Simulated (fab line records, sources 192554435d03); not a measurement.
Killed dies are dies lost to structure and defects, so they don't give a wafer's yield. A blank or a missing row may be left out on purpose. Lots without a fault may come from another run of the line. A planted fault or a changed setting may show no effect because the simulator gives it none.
fab line records | flow n5_finfet
record lots=7 wafers=21 last_day=16
route steps=1938 shown SD_EPI_N@283 SD_EPI_P@295 PASSIVATION@1936
lots that met no fault: from a run of the same line without faults
start_h: hours from the record's first day to the start of the lot's first wafer shown | wait_h: hours since the lot's step before | " the same as in the row above | L1.1+2: a row that stands for several wafers | - no value, or no start given | * or withheld: withheld | < > ~ a bound
route shown NAME@n: a module of which the file shows steps, and the number in the route of the first | usual: mean/standard deviation of fault-free wafers | same: alike in all rows | chamber/n: place in a boat | sites: the reading at each site | _std_site: their standard deviation | _edge_site: outer sites' mean less inner sites' | radius_mm: how far each site lies from the wafer's centre | mask NAME#n: copy n | behind: the tool/chamber that last shaped the wafer | hold: why the lot was held/for how many hours/how that ended | device: the transistor (n, p or np) that didn't switch | end of line: the same wafers' tests at the end of the route | a step without rows: its recipe alone | killed: dies lost to structure and defects at the first sort, not the wafer's yield | map: a wafer's dies, x killed, . not, _ none there
set.NAME: the setting as run; set.NAME@STEP: as run at that earlier step | model.NAME: the simulator's own value behind a step, which no gauge read
lots at some steps of the route; a table a step, a row a wafer
services: from which hour (start_h, from the record's first day; less than 0 if before it) a tool's chamber was out of use, for how many hours, and why
## steps
# step N5_SD_EPI_N_WET_ETCH_43
# recipe chemistry=dHF dilution=withheld time_s=14 target=SiO2 target_depth_a=15 temp_c=25
# step N5_SD_EPI_N_STRIP_18
# recipe chemistry=SPM time_s=750 temp_c=130 h2so4_h2o2_vol_ratio=4
# step N5_SD_EPI_N_SRD_20
# recipe dry=ipa_marangoni do_ppb=5 time_s=30 temp_c=23 rinse_liquid=diw
# step N5_SD_EPI_N_PRECLEAN_48
# recipe chemistry=NF3:NH3 afs_cycles=2 temp_c=30 time_s=20 sublimation_temp_c=180 sublimation_time_s=60 pressure_torr=3 rf_power_w=30
# step N5_SD_EPI_N_VAPOR_ETCH_50
# recipe chemistry=HCl target=Si temp_c=775 time_s=54 pressure_torr=20 mode=isotropic
# usual susceptor_temp_C=775.0/0.39 throttle_valve_pct=12.08/0.21
# columns lot.wafer tool chamber start_h wait_h susceptor_temp_C throttle_valve_pct
L792.1 epi_rpcvd-03 0 81.65 0.3 774.5 12.04
L792.2 " 0 " " 774.5 11.94
L792.3 " 0 " " 774.7 11.85
L793.2 epi_rpcvd-03 0 88.29 0.3 775.5 11.92
L793.5 " 0 " " 775.3 11.83
L793.6 " 0 " " 775.2 12.02
L794.1 epi_rpcvd-03 0 93.55 0.3 775.7 11.71
L794.3 " 0 " " 775.1 12.11
L794.5 " 0 " " 775.4 11.85
L796.3 epi_rpcvd-02 0 104.51 0.2 774.1 12.10
L796.4 " 0 " " 774.6 11.94
L796.5 " 0 " " 774.7 12.34
L800.1 epi_rpcvd-02 0 129.67 0.3 775.2 12.28
L800.2 " 0 " " 774.9 12.50
L800.4 " 0 " " 775.0 12.30
L804.1 epi_rpcvd-03 0 156.62 0.3 775.0 11.71
L804.2 " 0 " " 774.5 11.99
L804.5 " 0 " " 774.2 12.15
L806.2 epi_rpcvd-02 0 164.53 0.3 775.0 11.84
L806.3 " 0 " " 775.1 12.09
L806.5 " 0 " " 775.5 12.39
# step N5_SD_EPI_N_EPI_21
# recipe material=Si:P dopant=P temp_c=680 pressure_torr=255 time_s=690
# step N5_SD_EPI_N_EPI_MEAS_23
# recipe mode=xrd
# usual thk_nm=59.1/1.3
# columns lot.wafer tool chamber start_h wait_h thk_nm
L792.1 film_metro-01 - 83.55 1.4 56.5
L792.2 " - " " 57.9
L792.3 " - " " 55.7
L793.2 film_metro-01 - 90.16 1.2 60.6
L793.5 " - " " 58.6
L793.6 " - " " 59.1
L794.1 film_metro-02 - 95.46 1.5 58.8
L794.3 " - " " 58.1
L794.5 " - " " 58.9
L796.3 film_metro-01 - 106.35 0.9 58.0
L796.4 " - " " 59.7
L796.5 " - " " 60.1
L800.1 film_metro-02 - 131.58 1.5 59.4
L800.2 " - " " 57.1
L800.4 " - " " 59.6
L804.1 film_metro-02 - 158.51 1.4 60.6
L804.2 " - " " 58.8
L804.5 " - " " 59.0
L806.2 film_metro-02 - 166.40 1.2 61.0
L806.3 " - " " 57.9
L806.5 " - " " 60.2
# step N5_SD_EPI_N_PRECLEAN_24
# recipe chemistry=O3/DIW time_s=60 temp_c=22 o3_ppm=10
# step N5_SD_EPI_N_SRD_25
# recipe time_s=30 temp_c=23 rinse_liquid=diw dry=ipa_marangoni
# step N5_SD_EPI_N_PRECLEAN_49
# recipe chemistry=NF3:NH3 afs_cycles=1 temp_c=30 time_s=20 sublimation_temp_c=180 sublimation_time_s=60 pressure_torr=3 rf_power_w=30
# step N5_SD_EPI_N_LINER_46
# recipe material=SiNx target_thk_a=30 temp_c=400 ald_precursor_family=SiH2I2 ald_co_reactant=N2/H2-plasma pressure_torr=2
# usual heater_power_w=825/77 susceptor_temp_C=399.98/0.22
# columns lot.wafer tool chamber start_h wait_h heater_power_w susceptor_temp_C
L792.1 ald_sin-01 1 83.85 0.2 774 399.89
L792.2 " 3 " " 860 399.93
L792.3 " 2 " " 949 400.09
L793.2 ald_sin-04 0 90.60 0.3 968 400.12
L793.5 " 2 " " 859 399.87
L793.6 " 3 " " 692 400.02
L794.1 ald_sin-03 0 96.03 0.4 835 399.82
L794.3 " 3 " " 827 399.85
L794.5 " 2 " " 785 400.33
L796.3 ald_sin-01 1 106.65 0.1 766 400.35
L796.4 " 3 " " 872 399.88
L796.5 " 0 " " 883 400.21
L800.1 ald_sin-04 3 131.90 0.2 693 400.21
L800.2 " 0 " " 982 400.29
L800.4 " 1 " " 796 400.27
L804.1 ald_sin-04 1 158.81 0.2 793 400.02
L804.2 " 0 " " 1006 400.38
L804.5 " 0 " " 982 400.19
L806.2 ald_sin-01 3 166.84 0.3 844 399.87
L806.3 " 2 " " 964 399.72
L806.5 " 1 " " 773 400.32
# step N5_SD_EPI_N_INSPECT_26
# recipe inspect_instrument=darkfield mode=post_epi
# usual raw_defect_count=217/41
# columns lot.wafer tool chamber start_h wait_h raw_defect_count
L792.1 defect_inspect-01 - 84.10 0.1 218
L792.2 " - " " 152
L792.3 " - " " 263
L793.2 defect_inspect-02 - 90.85 0.1 210
L793.5 " - " " 267
L793.6 " - " " 253
L794.1 defect_inspect-02 - 96.28 0.1 234
L794.3 " - " " 248
L794.5 " - " " 249
L796.3 defect_inspect-01 - 106.90 0.1 193
L796.4 " - " " 280
L796.5 " - " " 195
L800.1 defect_inspect-02 - 132.15 0.1 264
L800.2 " - " " 223
L800.4 " - " " 265
L804.1 defect_inspect-02 - 159.06 0.1 179
L804.2 " - " " 180
L804.5 " - " " 187
L806.2 defect_inspect-02 - 167.09 0.1 278
L806.3 " - " " 229
L806.5 " - " " 287
# step N5_SD_EPI_P_COAT_34
# recipe resist=SOC temp_c=250 time_s=60 spin_rpm=1500 resist_thk_nm=350
# usual heater_power_total_W=500.6/1.7 resist_line_temp_C=22.99/0.11 spin_speed_rpm=1500.1/1
# columns lot.wafer tool chamber start_h wait_h heater_power_total_W resist_line_temp_C spin_speed_rpm model.SOC_of_SD_EPI_P_COAT_34.thk_nm
L792.1 litho_track-03 0 84.13 0.0 499.0 23.07 1499.2 349.4
L792.2 " 0 " " 497.3 23.01 1500.8 349.2
L792.3 " 0 " " 503.3 23.09 1500.2 349.4
L793.2 litho_track-03 0 90.88 0.0 501.3 22.89 1340.1 369.8
L793.5 " 0 " " 502.6 23.06 1340.9 369.6
L793.6 " 0 " " 502.0 22.85 1339.8 368.8
L794.1 litho_track-03 0 96.31 0.0 500.9 22.81 1339.7 370.2
L794.3 " 0 " " 498.1 22.93 1340.0 369.6
L794.5 " 0 " " 498.8 22.76 1340.5 369.4
L796.3 litho_track-03 0 106.93 0.0 499.4 22.99 1340.5 370.2
L796.4 " 0 " " 497.2 23.05 1339.2 369.8
L796.5 " 0 " " 502.9 23.09 1339.9 369.8
L800.1 litho_track-05 0 132.18 0.0 500.0 22.94 1500.8 349.8
L800.2 " 0 " " 501.3 22.96 1499.7 349.8
L800.4 " 0 " " 497.5 22.96 1500.4 351
L804.1 litho_track-04 0 159.10 0.0 501.5 23.00 1500.1 349.8
L804.2 " 0 " " 501.1 23.03 1499.5 350.2
L804.5 " 0 " " 503.2 23.07 1500.7 349.6
L806.2 litho_track-04 0 167.12 0.0 502.2 22.86 1500.6 350.6
L806.3 " 0 " " 500.1 22.72 1500.1 350.8
L806.5 " 0 " " 503.2 22.84 1499.1 351.6
# step N5_SD_EPI_P_COAT_35
# recipe resist=SiARC temp_c=220 time_s=60 spin_rpm=1500 resist_thk_nm=35
# step N5_PASSIVATION_PROBE_49
# usual defect_limited_yield=91.1/1.4 killed_at_M0_to_M3=35/8.7 killed_at_M4_up=14/5.3 killed_at_contacts=12/6.2 killed_at_front_end=41/12 killed_at_other=3.4/2.6 killed_dies=105/16 killed_on_rim=14/3.8 killed_open=67/13 killed_short=36/7.3 sort_bin_5_function=5.2/0.96 sort_bin_6_memory=3.3/0.6 sort_n_pass=1075/16 sort_yield_pct=91.1/1.4
# same gross_dies=1180 killed_at_back_side=0 sort_bin_4_leakage[%]=0 sort_bin_8_speed[%]=0
# columns lot.wafer tool chamber start_h wait_h defect_limited_yield[%] killed_at_M0_to_M3 killed_at_M4_up killed_at_contacts killed_at_front_end killed_at_other killed_dies killed_on_rim killed_open killed_short sort_bin_5_function[%] sort_bin_6_memory[%] sort_n_pass sort_yield_pct[%]
L800.1 prober-02 - 345.30 0.0 90.8 31 24 6 48 0 109 14 69 36 5.8 3.2 1071 90.8
L800.2 prober-02 - 345.35 0.1 91.6 35 20 13 26 5 99 17 72 24 5.2 3.0 1081 91.6
L800.4 prober-02 - 345.45 0.2 92.1 40 27 2 16 8 93 10 56 36 4.5 2.9 1087 92.1
L804.1 prober-01 - 372.24 0.0 93.0 19 29 10 25 0 83 10 50 31 3.8 3.1 1097 93.0
# killed by level:class
L800.1 BEOL_M3:geometric_particle:open=11 BEOL_M4:geometric_particle:open=11 DUMMY_GATE:geometric_particle:open=8 FIN_SAQP:geometric_particle:open=7 STI_FIN_REVEAL:geometric_particle:open=6 MOL_CONTACT_COAG:geometric_particle:open=5 BEOL_M0_SAQP:geometric_particle:short=5 BEOL_M4:geometric_particle:short=5
L800.2 MOL_CONTACT_COAG:geometric_particle:open=12 BEOL_M4:geometric_particle:open=12 BEOL_M0_SAQP:geometric_particle:short=9 BEOL_M0_SAQP:geometric_particle:open=7 FIN_SAQP:geometric_particle:open=6 BEOL_M2:geometric_particle:open=6 BEOL_M3:geometric_particle:open=6 STARTING-WAFER:geometric_particle:open=5
L800.4 BEOL_M0_SAQP:geometric_particle:open=10 BEOL_M0_SAQP:geometric_particle:short=9 BEOL_M4:geometric_particle:open=9 BEOL_M1:geometric_particle:open=6 BEOL_M1:geometric_particle:short=6 BEOL_M2:geometric_particle:open=5 BEOL_M7:geometric_particle:open=5 FIN_SAQP:geometric_particle:short=4
L804.1 BEOL_M4:geometric_particle:open=14 MOL_CONTACT_COAG:geometric_particle:open=9 FIN_SAQP:geometric_particle:short=7 GATE_CUT:geometric_particle:short=5 BEOL_M2:geometric_particle:open=5 STI_FIN_REVEAL:geometric_particle:open=4 BEOL_M6:geometric_particle:open=4 BEOL_M0_SAQP:geometric_particle:short=4
## services
# columns tool chamber start_h hours kind
epi_rpcvd-03 - 118.97 8.1 pm
## key
first_sign step=N5_SD_EPI_P_COAT_34 reading=spin_speed_rpm direction=down sigmas=99+ usual=* struck=*
effect none on later readings
model_effect step=N5_SD_EPI_P_COAT_34 value=SOC_of_SD_EPI_P_COAT_34.thk_nm without=349.5 struck=369.7
met_at N5_SD_EPI_P_COAT_34
struck_wafers L793.2,L793.5,L793.6,L794.1,L794.3,L794.5,L796.3,L796.4,L796.5
rows_end L793.2,L794.3,L794.5,L796.4
onset_between 84.13 90.88
fault kind=process_parameter_drift tool=litho_track-03 chamber=- onset_h=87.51 steps=N5_SD_EPI_P_COAT_34 channel=spin_rpm offset=* shape=step acts_in=* stated=*
# rows_end: these wafers met a further fault down the route, and their rows from its step on are left out
